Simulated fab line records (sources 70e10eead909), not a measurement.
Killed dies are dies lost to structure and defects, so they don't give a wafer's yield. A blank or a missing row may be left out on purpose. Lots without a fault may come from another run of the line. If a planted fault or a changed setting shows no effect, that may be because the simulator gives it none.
Which tool did it? ; flow nand_harc ; 11 lots, 33 wafers sampled, at 4 steps of a route of 1159

WHAT EACH GAUGE READ, for each wafer
NHARC_P_M1_INSPECT_27.
lot;measured;on;raw_defect_count
L797;day 6 02:04;defect_inspect-01;380 306 265
L800;day 6 20:13;defect_inspect-01;324 395 350
L802;day 7 15:45;defect_inspect-02;295 314 212
L805;day 8 00:47;defect_inspect-01;283 219 233
L806;day 8 06:07;defect_inspect-01;492 211 292
L807;day 8 13:36;defect_inspect-01;391 315 283
L809;day 9 07:59;defect_inspect-02;317 409 210
L812;day 10 00:41;defect_inspect-02;436 201 341
L816;day 10 18:47;defect_inspect-01;231 241 281
L819;day 11 06:41;defect_inspect-02;307 314 331
L820;day 11 23:26;defect_inspect-01;343 254 457

WHAT TOOL EACH LOT RAN ON (gives the tool, then ch and the chambers of the sampled wafers, and finally the start)
lot;NHARC_P_M1_ETCH_28;NHARC_P_M1_DEGAS_29;NHARC_P_M1_PVD_21
L797;rie_diel-01 ch 2,3, day 6 00:30 or earlier;pvd_sputter-01, day 6 00:30;pvd_sputter-01, day 6 00:44
L800;rie_diel-11 ch 0,1,3, day 6 18:39 or earlier;pvd_sputter-01, day 6 18:39;pvd_sputter-01, day 6 18:52
L802;rie_diel-01 ch 0,1,2, day 7 14:11 or earlier;pvd_sputter-03, day 7 14:11;pvd_sputter-03, day 7 14:25
L805;rie_diel-01 ch 0,2, day 7 23:14 or earlier;pvd_sputter-02, day 7 23:14;pvd_sputter-02, day 7 23:28
L806;rie_diel-11 ch 1,3, day 8 04:11 or earlier;pvd_sputter-03, day 8 04:11;pvd_sputter-03, day 8 04:31
L807;rie_diel-06 ch 0,1,2, day 8 12:03 or earlier;pvd_sputter-01, day 8 12:03;pvd_sputter-01, day 8 12:16
L809;rie_diel-06 ch 0,1,3, day 9 06:26 or earlier;pvd_sputter-01, day 9 06:26;pvd_sputter-01, day 9 06:40
L812;rie_diel-01 ch 0,2,3, day 9 23:05 or earlier;pvd_sputter-03, day 9 23:05;pvd_sputter-03, day 9 23:20
L816;rie_diel-06 ch 1,2,3, day 10 17:13 or earlier;pvd_sputter-03, day 10 17:13;pvd_sputter-03, day 10 17:27
L819;rie_diel-11 ch 0,3, day 11 05:07 or earlier;pvd_sputter-01, day 11 05:07;pvd_sputter-01, day 11 05:22
L820;rie_diel-01 ch 1,3, day 11 21:52 or earlier;pvd_sputter-01, day 11 21:52;pvd_sputter-01, day 11 22:05
- NHARC_P_M1_ETCH_28: etches the open film in CF4/N2, target depth 30 nm, time 72.99 s.
- NHARC_P_M1_DEGAS_29: time 60 s.
- NHARC_P_M1_PVD_21: deposits Cu, target thk 30 nm, time 20.49 s.

THE ANSWER, worked out from the rows above alone
Rule: usual is defined by the lots themselves. The widest of any qualifying gaps counts: lots, ordered by their means at a reading, are off when they make up no more than a third of the lots, leave a main group of 4 or more, and stand apart from it by 3 or more times the standard deviation of that group's means. If all means in a main group match to the digits the tables above print for the reading, that group is not used. Also off: a lot with no number at a reading for which 4 or more lots have one. The other lots that the step has rows for count as sound.
Nothing can be told from this: no lot is off at any reading shown.

WHAT THE SIMULATOR HAD PUT IN
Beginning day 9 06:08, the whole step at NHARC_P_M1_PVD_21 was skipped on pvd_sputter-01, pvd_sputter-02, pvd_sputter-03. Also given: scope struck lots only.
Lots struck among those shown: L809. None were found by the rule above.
